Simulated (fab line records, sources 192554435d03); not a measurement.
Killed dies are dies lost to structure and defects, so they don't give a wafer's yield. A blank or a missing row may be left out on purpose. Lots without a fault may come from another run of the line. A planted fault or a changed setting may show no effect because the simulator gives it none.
fab line records | flow n5_finfet
record lots=7 wafers=39
route steps=1938 shown BEOL_M4@1092 BEOL_M5@1129 BEOL_M8@1389 BEOL_M9@1440
start_h: hours from the record's first day to the start of the lot's first wafer shown | wait_h: hours since the lot's step before | " the same as in the row above | L1.1+2: a row that stands for several wafers | - no value, or no start given | * or withheld: withheld | < > ~ a bound
route shown NAME@n: a module of which the file shows steps, and the number in the route of the first | usual: mean/standard deviation of fault-free wafers | same: alike in all rows | chamber/n: place in a boat | sites: the reading at each site | _std_site: their standard deviation | _edge_site: outer sites' mean less inner sites' | radius_mm: how far each site lies from the wafer's centre | mask NAME#n: copy n | behind: the tool/chamber that last shaped the wafer | hold: why the lot was held/for how many hours/how that ended | device: the transistor (n, p or np) that didn't switch | end of line: the same wafers' tests at the end of the route | a step without rows: its recipe alone | killed: dies lost to structure and defects at the first sort, not the wafer's yield | map: a wafer's dies, x killed, . not, _ none there
set.NAME: the setting as run; set.NAME@STEP: as run at that earlier step | model.NAME: the simulator's own value behind a step, which no gauge read
lots whose settings were changed on purpose; a table a step, a row a wafer
## steps
# step N5_BEOL_M4_SPUTTER_88
# recipe material=Cu target_thk_a=45 temp_c=-20 chamber_pressure_pa=0.07 power_w=withheld time_s=8.29
# columns lot.wafer tool chamber start_h wait_h set.target_thk_a
L078.1+2+3+4+5+6 pvd_sputter-01 - 203.86 0.1 45
L083.1+2+6 pvd_sputter-03 - 226.90 0.1 45
L083.3+4+5 " - " " 62.36
L086.1+2+3 pvd_sputter-03 - 247.58 0.1 20.34
L086.4+5+6 " - " " 45
L088.1+3+6 pvd_sputter-01 - 270.04 0.1 38.08
L088.2+4+5 " - " " 45
L092.1+3+6 pvd_sputter-03 - 277.84 0.1 45
L092.2+4+5 " - " " 24.56
L094.2+3+6 pvd_sputter-02 - 296.14 0.1 45
L096.1+4+6 pvd_sputter-01 - 300.15 0.1 45
L096.2+3+5 " - " " 27.15
# step N5_BEOL_M4_ANNEAL_89
# recipe temp_c=400 time_s=240 ambient=vacuum
# step N5_BEOL_M4_SPUTTER_90
# recipe material=Cu target_thk_a=45 temp_c=-20 chamber_pressure_pa=0.07 power_w=withheld time_s=8.29
# step N5_BEOL_M4_RC_MEAS_101
# usual CJ_N=4.33/0.1 CJ_P=5.81/0.17 COMB_M1=5.7e-11/1.1e-11 COMB_M3=6e-11/1.2e-11 COMB_M4=5.6e-11/1.3e-11 DIBL_N=36.9/1.6 DIBL_P=37.1/2 EOT_N=10.55/0.098 EOT_P=10.48/0.082 IGATE_N=0.0121/0.0017 IGATE_P=0.0036/0.00049 IOFF_N=0.17/0.032 IOFF_N_85C=3.3/0.51 IOFF_N_LIN=0.077/0.012 IOFF_N_LONG=5.54e-05/2.5e-06 IOFF_P=0.22/0.036 IOFF_P_85C=3.8/0.52 IOFF_P_LIN=0.104/0.014 IOFF_P_LONG=0.000105/9.3e-06 ION_N=674/12 ION_P=463/7.8 RC_DENSE_N=19.1/0.47 RC_DENSE_P=23.9/0.56 RC_N=15.6/0.36 RC_P=19.5/0.45 REXT_N=75.3/1.8 REXT_P=100.3/2.1 RS_SD_N=28.3/0.37 RS_SD_P=65.9/1 SERP_M1=198/15 SERP_M2=205/17 SERP_M3=195/14 SERP_M4=198/15 SS_N=71.7/0.63 SS_P=73.5/0.62 VT_N=249/3.3 VT_N_LONG=274.8/2 VT_N_LVT=97/3.1 VT_P=-250/3.5 VT_P_LONG=-275.6/2.9 VT_P_LVT=-97.7/2.9
# columns lot.wafer tool chamber start_h wait_h set.target_thk_a@BEOL_M4_SPUTTER_88 CJ_N CJ_P COMB_M1[S/m] COMB_M3[S/m] COMB_M4[S/m] DIBL_N[mV/V] DIBL_P[mV/V] EOT_N EOT_P IGATE_N[nA/um] IGATE_P[nA/um] IOFF_N[nA/um] IOFF_N_85C[nA/um] IOFF_N_LIN[nA/um] IOFF_N_LONG[nA/um] IOFF_P[nA/um] IOFF_P_85C[nA/um] IOFF_P_LIN[nA/um] IOFF_P_LONG[nA/um] ION_N[uA/um] ION_P[uA/um] RC_DENSE_N[ohm.um] RC_DENSE_P[ohm.um] RC_N[ohm.um] RC_P[ohm.um] REXT_N[ohm.um] REXT_P[ohm.um] RS_SD_N[ohm/sq] RS_SD_P[ohm/sq] SERP_M1[ohm/um] SERP_M2[ohm/um] SERP_M3[ohm/um] SERP_M4[ohm/um] SS_N[mV/dec] SS_P[mV/dec] VT_N[mV] VT_N_LONG[mV] VT_N_LVT[mV] VT_P[mV] VT_P_LONG[mV] VT_P_LVT[mV]
L078.1 prober-01 0 205.84 0.0 45 4.34 5.92 6.4e-11 5.6e-11 5.8e-11 36.0 35.0 10.36 10.41 0.0128 0.0038 0.13 2.7 0.060 5.29e-05 0.18 3.1 0.090 0.0001 641 448 19.7 24.4 16.1 20.0 87.1 102.8 38.1 65.5 203 187 204 207 71.4 72.8 255 276.7 102 -253 -279.7 -100.4
L078.2 " 0 " " 45 4.29 6.02 5.6e-11 4.9e-11 5.2e-11 37.8 38.6 10.54 10.49 0.0122 0.0036 0.17 3.2 0.075 5.29e-05 0.23 3.9 0.107 0.000104 671 468 20.4 25.3 16.7 20.6 88.1 102.5 38.8 66.5 195 203 204 216 71.6 74.1 250 277.8 98 -251 -279.1 -96.9
L078.3 " 0 " " 45 4.14 5.90 6.9e-11 4.2e-11 5.4e-11 34.7 36.2 10.74 10.53 0.0099 0.0029 0.13 2.6 0.061 5.16e-05 0.19 3.4 0.095 0.000101 656 462 20.0 24.7 16.3 20.1 79.7 102.3 29.1 65.2 210 194 196 203 70.8 73.8 253 275.6 102 -251 -277.7 -99.3
L078.4 " 0 " " 45 4.29 5.46 5.9e-11 3.6e-11 7e-11 38.9 39.0 10.50 10.38 0.0137 0.0041 0.17 3.3 0.074 5.19e-05 0.22 3.8 0.105 9.2e-05 657 457 19.3 24.1 15.8 19.7 87.4 102.4 37.9 64.8 199 175 176 215 72.1 74.0 252 275.4 100 -251 -281.7 -98.7
L078.5 " 0 " " 45 4.15 5.80 7.1e-11 3.5e-11 4.5e-11 36.2 37.7 10.59 10.48 0.0116 0.0035 0.15 3.0 0.072 5.14e-05 0.22 3.8 0.107 9.7e-05 664 462 20.0 24.7 16.2 20.1 78.6 101.7 28.4 65.0 198 210 207 195 71.0 73.6 249 274.5 96 -253 -275.2 -96.8
L078.6 " 0 " " 45 4.29 5.60 5.5e-11 4.1e-11 5.6e-11 35.0 35.9 10.62 10.43 0.0120 0.0036 0.14 2.8 0.065 5.29e-05 0.18 3.2 0.091 9.8e-05 665 463 20.7 25.5 16.6 20.8 79.1 103.9 29.1 66.0 169 182 186 196 70.9 73.2 251 277.5 99 -252 -277.5 -100.2
L083.1 prober-02 0 229.13 0.2 45 - - 4.6e-11 5.2e-11 3.8e-11 - - - - - - - - - - - - - - - - - - - - - - - - 204 212 233 203 - - - - - - - -
L083.2 " 0 " " 45 - - 4.5e-11 5.5e-11 3.5e-11 - - - - - - - - - - - - - - - - - - - - - - - - 193 128 195 218 - - - - - - - -
L083.3 " 0 " " 62.36 - - 6.2e-11 7.8e-11 5.5e-11 - - - - - - - - - - - - - - - - - - - - - - - - 220 108 208 189 - - - - - - - -
L083.4 " 0 " " 62.36 4.26 5.85 4.5e-11 6.2e-11 4.9e-11 35.6 38.5 10.47 10.27 0.0158 0.0044 0.16 3.2 0.076 5.46e-05 0.23 3.9 0.103 0.000105 687 467 19.4 24.3 15.7 19.4 77.3 97.9 28.5 66.3 181 203 221 194 70.9 73.9 250 273.1 94 -251 -275.7 -93.9
L083.5 " 0 " " 62.36 4.45 5.65 4.7e-11 6.6e-11 6.3e-11 38.5 39.7 10.53 10.48 0.0123 0.0035 0.21 3.9 0.088 5.48e-05 0.26 4.3 0.112 0.000102 678 465 19.7 24.4 16.1 20.2 75.8 98.4 28.5 65.2 176 209 205 178 71.1 74.3 249 277.2 92 -250 -275.2 -93.5
L083.6 " 0 " " 45 4.27 5.86 4.1e-11 7.6e-11 5.3e-11 33.8 35.0 10.40 10.34 0.0134 0.0038 0.11 2.3 0.055 5.39e-05 0.18 3.1 0.086 0.000105 648 463 18.9 23.6 15.4 18.9 89.2 97.1 43.3 64.7 178 110 198 218 70.5 72.9 256 276.3 103 -250 -274.6 -97.9
L086.1 prober-01 0 249.56 0.0 20.34 4.32 6.03 6.1e-11 8.8e-11 6.2e-11 33.5 35.4 10.62 10.56 0.0097 0.0028 0.13 2.6 0.059 5.08e-05 0.16 2.9 0.079 9.6e-05 657 442 19.4 24.6 15.9 20.0 73.2 101.7 21.2 67.8 214 121 196 182 71.2 72.7 252 278.0 101 -258 -279.7 -103.6
L086.2 " 0 " " 20.34 4.38 5.99 4.9e-11 4.6e-11 6.5e-11 33.2 33.8 10.69 10.59 0.0111 0.0033 0.11 2.3 0.054 5.22e-05 0.13 2.6 0.071 9.6e-05 663 451 18.8 23.9 15.4 19.4 72.3 101.6 21.0 67.1 183 208 198 193 71.9 72.2 257 275.6 102 -257 -278.3 -106.0
L086.3 " 0 " " 20.34 4.10 5.82 4.5e-11 4.3e-11 5.1e-11 34.9 38.0 10.57 10.49 0.0101 0.0030 0.13 2.6 0.061 4.91e-05 0.19 3.4 0.090 9.3e-05 650 451 19.3 24.4 15.8 19.7 77.4 100.7 28.6 67.1 211 220 225 212 71.8 72.7 258 277.3 104 -253 -280.1 -102.2
L086.4 " 0 " " 45 4.12 5.93 6e-11 6.7e-11 8.3e-11 38.0 41.7 10.64 10.52 0.0098 0.0029 0.21 3.9 0.092 5.05e-05 0.25 4.3 0.111 9.7e-05 690 473 18.8 23.6 15.2 19.2 77.0 100.9 28.5 68.0 180 132 196 188 72.3 74.5 248 277.6 94 -252 -278.1 -96.9
L086.5 " 0 " " 45 4.43 6.04 7e-11 4.4e-11 5.9e-11 35.7 36.1 10.58 10.54 0.0106 0.0031 0.14 2.8 0.063 5.13e-05 0.17 3.0 0.083 9.5e-05 660 449 19.4 24.4 15.6 20.1 75.2 100.8 28.0 67.0 206 127 191 196 71.8 73.1 256 275.4 102 -256 -279.2 -102.0
L086.6 " 0 " " 45 4.35 5.83 4.5e-11 6.4e-11 7e-11 34.9 36.9 10.57 10.47 0.0120 0.0036 0.14 2.8 0.065 5.12e-05 0.17 3.1 0.084 9.5e-05 670 457 19.1 23.9 15.5 19.5 71.9 101.0 20.9 68.4 217 196 179 189 71.5 72.2 251 277.4 100 -254 -278.7 -101.9
L088.1 prober-02 0 272.23 0.0 38.08 4.38 5.90 5.7e-11 4.2e-11 4.6e-11 34.2 34.2 10.54 10.54 0.0116 0.0033 0.13 2.6 0.064 5.55e-05 0.18 3.1 0.088 0.000111 697 487 19.7 24.4 16.1 19.8 74.0 97.0 28.5 64.3 225 222 197 199 71.1 72.5 253 275.4 96 -254 -274.7 -96.8
L088.2 " 0 " " 45 4.38 5.78 5.4e-11 7.5e-11 4.8e-11 37.9 37.9 10.63 10.57 0.0107 0.0030 0.17 3.3 0.079 5.42e-05 0.23 3.8 0.103 0.000102 667 461 19.1 23.9 15.8 19.4 73.5 98.3 28.5 64.5 203 192 195 216 72.0 74.2 251 274.7 95 -250 -275.9 -94.9
L088.3 " 0 " " 38.08 4.36 5.54 6.3e-11 7.7e-11 8e-11 34.6 33.6 10.60 10.62 0.0105 0.0030 0.12 2.4 0.060 5.41e-05 0.17 2.9 0.082 9.8e-05 665 456 18.7 23.0 15.1 18.8 70.8 97.8 20.6 64.2 202 110 209 233 70.8 73.7 252 274.9 97 -256 -276.5 -98.7
L088.4 " 0 " " 45 4.22 5.52 6e-11 6.3e-11 5.3e-11 33.8 33.8 10.66 10.46 0.0127 0.0036 0.12 2.4 0.061 5.38e-05 0.17 3.0 0.085 0.000104 680 488 18.7 23.1 15.3 19.0 73.2 95.7 28.4 63.5 210 111 195 216 70.8 73.3 253 273.8 98 -252 -274.4 -98.2
L088.5 " 0 " " 45 4.44 5.66 5.1e-11 5.9e-11 6.3e-11 34.9 34.3 10.41 10.49 0.0143 0.0040 0.13 2.7 0.067 5.58e-05 0.18 3.2 0.089 0.000106 719 492 19.4 23.9 15.8 19.3 69.8 96.9 20.5 63.5 203 237 199 220 71.2 73.1 250 274.6 95 -253 -273.4 -96.9
L088.6 " 0 " " 38.08 4.40 5.55 7.3e-11 6.6e-11 6.8e-11 36.4 35.8 10.69 10.49 0.0103 0.0029 0.14 2.8 0.068 5.45e-05 0.19 3.3 0.090 9.7e-05 666 450 19.5 24.4 16.1 19.9 71.3 99.2 20.4 64.7 191 105 197 207 71.4 73.2 253 275.8 96 -254 -274.1 -96.3
L092.1 prober-01 0 280.04 0.0 45 4.24 6.19 8.3e-11 5.1e-11 4.4e-11 37.0 36.8 10.52 10.34 0.0131 0.0039 0.18 3.5 0.084 5.94e-05 0.27 4.4 0.124 0.000126 683 479 18.8 23.5 15.3 19.2 72.4 100.5 28.2 64.6 197 196 201 226 71.4 73.8 246 270.2 95 -244 -273.8 -90.9
L092.2 " 0 " " 24.56 4.18 5.93 6.2e-11 7.1e-11 4.2e-11 34.4 34.4 10.55 10.51 0.0137 0.0041 0.16 3.1 0.078 6.16e-05 0.23 3.9 0.112 0.000127 732 503 18.9 23.8 15.5 19.3 70.2 97.3 28.5 64.7 197 203 198 222 71.3 73.2 245 272.4 95 -246 -271.8 -92.8
L092.3 " 0 " " 45 4.36 5.65 5.2e-11 7.4e-11 4.7e-11 37.9 37.9 10.73 10.49 0.0118 0.0035 0.23 4.2 0.105 6.2e-05 0.29 4.7 0.130 0.000121 762 493 18.5 23.3 15.2 18.9 69.1 98.8 28.1 64.6 180 188 202 199 71.8 74.1 241 272.3 89 -243 -270.4 -90.6
L092.4 " 0 " " 24.56 4.27 5.84 6.9e-11 5.9e-11 3.9e-11 36.0 36.3 10.69 10.59 0.0139 0.0041 0.19 3.7 0.092 6.14e-05 0.27 4.3 0.124 0.000124 758 495 18.1 23.0 15.0 18.7 69.9 97.5 28.1 66.5 184 205 187 216 71.0 73.4 243 270.8 90 -244 -271.3 -91.9
L092.5 " 0 " " 24.56 4.23 6.22 7.5e-11 6e-11 6e-11 36.4 36.7 10.55 10.46 0.0123 0.0036 0.18 3.5 0.085 5.99e-05 0.27 4.5 0.126 0.000127 687 477 18.7 23.6 15.4 19.1 72.8 100.8 28.1 65.0 172 194 209 207 71.7 73.9 246 273.1 93 -245 -271.7 -91.5
L092.6 " 0 " " 45 4.39 5.81 8.6e-11 5.2e-11 5e-11 38.6 37.2 10.53 10.48 0.0132 0.0039 0.21 3.9 0.088 6.03e-05 0.28 4.6 0.129 0.000118 686 472 18.4 23.0 15.1 18.7 70.8 100.6 28.1 65.3 180 192 185 192 72.9 74.7 245 273.1 93 -245 -274.1 -91.5
L094.2 prober-02 0 298.55 0.2 45 4.23 5.89 5.5e-11 5.5e-11 5.7e-11 35.2 33.8 10.51 10.50 0.0128 0.0039 0.13 2.7 0.064 5.17e-05 0.21 3.6 0.103 0.000111 677 471 19.4 24.1 15.7 19.7 75.8 99.9 28.3 65.8 180 236 181 196 70.9 73.2 254 274.8 101 -250 -274.2 -98.1
L094.3 " 0 " " 45 4.37 6.17 7.8e-11 5.5e-11 4.7e-11 34.8 32.4 10.58 10.46 0.0143 0.0043 0.12 2.4 0.057 5.22e-05 0.18 3.2 0.089 0.000114 657 456 19.3 24.1 15.7 19.7 75.5 100.6 28.0 66.1 192 188 184 193 71.0 72.9 254 277.5 103 -252 -276.2 -100.9
L094.6 " 0 " " 45 4.32 5.47 4.8e-11 7.7e-11 6e-11 35.1 33.3 10.44 10.31 0.0144 0.0044 0.13 2.7 0.064 5.28e-05 0.20 3.5 0.099 0.000102 666 462 19.5 24.3 15.9 19.7 75.9 101.4 28.1 65.2 183 237 186 179 71.1 73.0 253 275.8 101 -250 -272.9 -99.8
L096.1 prober-01 0 302.13 0.0 45 4.41 5.74 5e-11 5.7e-11 6e-11 51.4 41.7 10.47 10.43 0.0106 0.0032 1.49 20.2 0.122 5.65e-05 0.78 11.0 0.152 0.00011 629 434 18.4 23.2 15.0 19.1 77.4 106.8 28.6 68.5 206 193 198 229 91.3 81.8 246 274.7 96 -245 -272.2 -94.2
L096.2 " 0 " " 27.15 4.25 5.78 5.7e-11 6.1e-11 5e-11 35.2 34.0 10.60 10.46 0.0119 0.0035 0.14 2.9 0.070 5.79e-05 0.24 4.0 0.111 0.000117 670 467 18.9 24.1 15.4 19.7 75.3 101.3 28.8 67.3 229 208 189 198 71.5 73.5 250 274.7 100 -246 -268.3 -95.6
L096.3 " 0 " " 27.15 4.45 5.75 5.5e-11 4.8e-11 5.9e-11 35.1 32.2 10.58 10.58 0.0119 0.0036 0.14 2.7 0.066 5.95e-05 0.20 3.5 0.098 0.000118 667 464 18.8 23.7 15.3 19.5 73.1 102.4 28.4 67.9 235 399 190 194 71.7 72.9 253 272.1 99 -249 -272.5 -97.7
L096.4 " 0 " " 45 4.34 6.07 5.3e-11 6.6e-11 5.3e-11 53.3 43.5 10.64 10.51 0.0105 0.0031 1.70 22.2 0.130 5.53e-05 0.85 11.6 0.156 0.000116 626 429 18.9 23.8 15.4 19.4 75.9 106.8 23.2 68.2 218 379 184 228 92.7 81.9 247 274.9 96 -244 -273.3 -93.3
L096.5 " 0 " " 27.15 4.39 5.85 4.3e-11 7.2e-11 4e-11 37.1 35.2 10.50 10.40 0.0146 0.0044 0.17 3.4 0.082 5.89e-05 0.25 4.2 0.116 0.000121 693 475 18.3 23.1 15.0 19.1 71.2 100.8 22.7 68.3 217 329 205 195 71.8 73.7 249 271.7 96 -246 -272.3 -95.2
L096.6 " 0 " " 45 4.39 5.68 5.5e-11 4.6e-11 5.8e-11 53.2 41.8 10.58 10.54 0.0098 0.0029 1.71 22.8 0.129 5.65e-05 0.74 10.3 0.151 0.000109 631 432 18.5 23.2 15.1 19.2 74.3 106.3 23.3 67.6 227 203 177 205 93.5 80.3 246 273.6 96 -245 -276.2 -93.8
# step N5_BEOL_M5_DESCUM_16
# recipe chemistry=O2 time_s=7 source_power_w=50 bias_power_w=20 pressure_mtorr=20 rf_frequency_hz=2.712e+07 temp_c=40 resist=CAR-EUV o2_flow_sccm=225
# columns lot.wafer tool chamber start_h wait_h set.time_s model.CAR-EUV_of_BEOL_M5_COAT_05.thk_nm
L078.1+4+6 rie_diel-06 1,0,0 208.64 0.0 8.363 25.4
L078.2+5 " 3,1 " " 7 26
L078.3 " 2 " " 7 26.2
L083.1+5+6 rie_diel-02 3,3,0 233.39 0.0 5.05 27
L083.2+3+4 " 2,0,2 " " 7 26
L086.1 rie_diel-06 1 251.87 0.0 7 26
L086.2+4+5 " 2,3,0 " " 8.738 25.2
L086.3+6 " 0,1 " " 7 26.2
L088.1 rie_diel-02 3 275.09 0.0 7 26.2
L088.2 " 2 " " 4.883 27
L088.3+4 " 0,1 " " 4.883 27.2
L088.5+6 " 3,2 " " 7 26
L092.1+3 rie_diel-06 1,2 283.23 0.2 7 26
L092.2+5+6 " 0,0,1 " " 10.38 24.2
L092.4 " 3 " " 7 25.8
L094.2+6 rie_diel-04 0,1 300.55 0.0 7 26
L094.3 " 3 " " 7 26.2
L096.1+6 rie_diel-04 2,0 304.54 0.0 7 26
L096.2+3+4 " 3,1,0 " " 10.44 24.4
L096.5 " 3 " " 7 26.2
# step N5_BEOL_M8_ALD_77
# recipe material=TaN target_thk_a=20 temp_c=275 ald_precursor_family=PDMAT ald_co_reactant=NH3 pressure_torr=3 carrier_flow_sccm=1500 pulse_time_s=2 purge_time_s=3 co_reactant_purge_time_s=2 co_reactant_pulse_time_s=3 ald_cycles=40 precursor_vessel_temp_c=75 precursor_vessel_pressure_torr=26.25 precursor_vessel_carrier_sccm=1000
# columns lot.wafer tool chamber start_h wait_h set.ald_cycles model.TaN_of_BEOL_M8_ALD_77.thk_nm
L078.1+2+3+4+5+6 ald_metal-04 3,0,2,1,2,1 241.46 0.0 40 2
L083.1+2+3+4+5+6 ald_metal-04 3,2,0,1,0,3 271.03 0.0 40 2
L086.1+2+3+4+5+6 ald_metal-02 1,3,0,2,0,1 283.72 0.0 40 2
L088.1+2+3+4+5+6 ald_metal-01 1,0,3,2,3,0 304.13 0.0 40 2
L092.1+3+5 ald_metal-04 3,0,0 310.05 0.1 17 0.8
L092.2+4+6 " 2,1,3 " " 40 2
L094.2+3+6 ald_metal-04 0,1,2 330.27 0.0 40 2
L096.1+2+3 ald_metal-04 0,1,3 339.04 0.0 47 2.4
L096.4+5+6 " 2,2,1 " " 40 2
# step N5_BEOL_M9_ETCH_66
# recipe chemistry=N2/H2 target=SOC target_depth_a=800 overetch_a=160 mask_material=SiARC temp_c=40 time_s=120 ion_energy_ev=200 pressure_mtorr=30 source_w=840 bias_w=150 n2_flow_sccm=200 h2_flow_sccm=200
# columns lot.wafer tool chamber start_h wait_h set.target_depth_a model.SiARC_of_BEOL_M9_COAT_64.thk_nm
L078.1+3 rie_diel-04 0,2 249.77 0.0 366 8.8
L078.2+4 " 3,1 " " 800 6.6
L078.5 " 0 " " 800 6.4
L078.6 " 3 " " 366 9
L083.1+2+4+6 rie_diel-06 3,1,2,2 278.35 0.0 800 6.4
L083.3+5 " 0,1 " " 800 6.6
L086.1+3+4 rie_diel-02 3,0,3 293.73 0.0 800 6.4
L086.2+5+6 " 1,1,0 " " 353.1 9
L088.1+2+4+6 rie_diel-02 1,0,3,1 312.27 0.0 800 6.4
L088.3+5 " 2 " " 800 6
L092.1+5 rie_diel-04 3,0 316.23 0.0 558.4 7.8
L092.2+6 " 1 " " 800 6.6
L092.3 " 2 " " 800 6.2
L092.4 " 0 " " 558.4 7.6
L094.2+6 rie_diel-02 1,3 337.87 0.0 800 6.4
L094.3 " 2 " " 800 6
L096.1+3 rie_diel-06 1,0 345.33 0.0 1189 4.2
L096.2+6 " 2 " " 800 6.2
L096.4 " 1 " " 800 6.6
L096.5 " 0 " " 1189 4
## key
split step=N5_BEOL_M4_SPUTTER_88 setting=target_thk_a stated=45 by=wafer
response step=N5_BEOL_M4_RC_MEAS_101 reading=IOFF_N shape=bent at_lowest=0.12 at_stated=0.35 at_highest=0.19
response step=N5_BEOL_M4_RC_MEAS_101 reading=IOFF_N_85C shape=bent at_lowest=2.5 at_stated=5.6 at_highest=3.5
response step=N5_BEOL_M4_RC_MEAS_101 reading=SS_N shape=bent at_lowest=71.6 at_stated=74.3 at_highest=71.0
split step=N5_BEOL_M5_DESCUM_16 setting=time_s stated=7 by=wafer
response step=N5_BEOL_M5_DESCUM_16 reading=model.CAR-EUV_of_BEOL_M5_COAT_05.thk_nm change=-0.0352 per=1% r=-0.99
split step=N5_BEOL_M8_ALD_77 setting=ald_cycles stated=40 by=wafer
response step=N5_BEOL_M8_ALD_77 reading=model.TaN_of_BEOL_M8_ALD_77.thk_nm change=+0.021 per=1% r=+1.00
split step=N5_BEOL_M9_ETCH_66 setting=target_depth_a stated=800 by=wafer
response step=N5_BEOL_M9_ETCH_66 reading=model.SiARC_of_BEOL_M9_COAT_64.thk_nm change=-0.0447 per=1% r=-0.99
